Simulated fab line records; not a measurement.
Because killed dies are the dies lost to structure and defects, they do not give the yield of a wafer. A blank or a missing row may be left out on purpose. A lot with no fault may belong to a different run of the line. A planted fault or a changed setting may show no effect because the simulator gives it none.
Chamber matching -- flow n5-finfet -- N5_DUMMY_GATE_STRIP_40 on rie-diel-02: 4 sister chambers
The step strips in CF4. 22 wafers are shown with their chamber, then 11 later ones without.

WAFERS PAIRED WITH THEIR CHAMBERS
wafer,chamber,drypump-motor-current-A (A),showerhead-plenum-p-Torr (Torr),throttle-valve-pct (%)
L079.1,2,5.1,1.75,13.47
L079.4,1,5.8,1.77,13.99
L079.6,2,5.1,1.75,13.48
L080.3,2,5.1,1.75,13.48
L080.4,3,4.9,1.85,13.82
L080.5,3,4.9,1.85,13.84
L083.1,1,5.8,1.77,14.01
L083.4,0,6.1,1.87,13.22
L083.5,1,5.8,1.77,13.99
L085.3,1,5.8,1.77,14.01
L085.5,0,6.1,1.87,13.23
L085.6,1,5.8,1.77,14.02
L088.2,0,6.1,1.86,13.25
L088.5,1,5.8,1.77,14.04
L088.6,0,6.1,1.86,13.24
L089.1,3,4.9,1.85,13.85
L089.4,0,6.1,1.86,13.24
L089.6,2,5.1,1.75,13.50
L090.2,2,5.0,1.75,13.52
L090.3,1,5.8,1.77,14.03
L090.6,2,5.1,1.75,13.54
L091.1,3,4.9,1.84,13.85

SIGNATURES (means of the wafers above)
reading,chamber 0,chamber 1,chamber 2,chamber 3,scatter within a chamber
drypump-motor-current-A,6.100,5.800,5.083,4.900,0.0215
showerhead-plenum-p-Torr,1.8640,1.7700,1.7500,1.8475,0.00329
throttle-valve-pct,13.2360,14.0129,13.4983,13.8400,0.0196
Rule: a wafer lies at a distance from a chamber equal to the root of the sum of squares, over the readings, of (its reading less the chamber's mean, divided by the reading's scatter). If the next closest chamber is less than 2 further off than the closest, the wafer can't be placed; otherwise it belongs to the closest. The scatter: take each reading less its chamber's mean, square it, sum over the shown wafers, divide by the number of wafers less the number of chambers, and take the root.

WAFERS MISSING THEIR CHAMBER
wafer,drypump-motor-current-A (A),showerhead-plenum-p-Torr (Torr),throttle-valve-pct (%)
L091.2,6.1,1.86,13.27
L091.3,5.8,1.77,14.04
L094.1,4.9,1.84,13.87
L094.3,6.1,1.86,13.25
L094.4,5.1,1.74,13.56
L095.2,5.8,1.76,14.06
L095.4,4.9,1.84,13.88
L095.5,4.9,1.84,13.86
L097.3,6.1,1.86,13.28
L097.4,4.9,1.84,13.90
L097.6,6.1,1.86,13.27

WHICH CHAMBER EACH WENT THROUGH
wafer,from the rows above,in truth
L091.2,0,0
L091.3,1,1
L094.1,3,3
L094.3,0,0
L094.4,2,2
L095.2,1,1
L095.4,3,3
L095.5,3,3
L097.3,0,0
L097.4,3,3
L097.6,0,0
Correct placement for 11 of the 11. Left unplaced by these rows: 0. 0 placed wrongly.
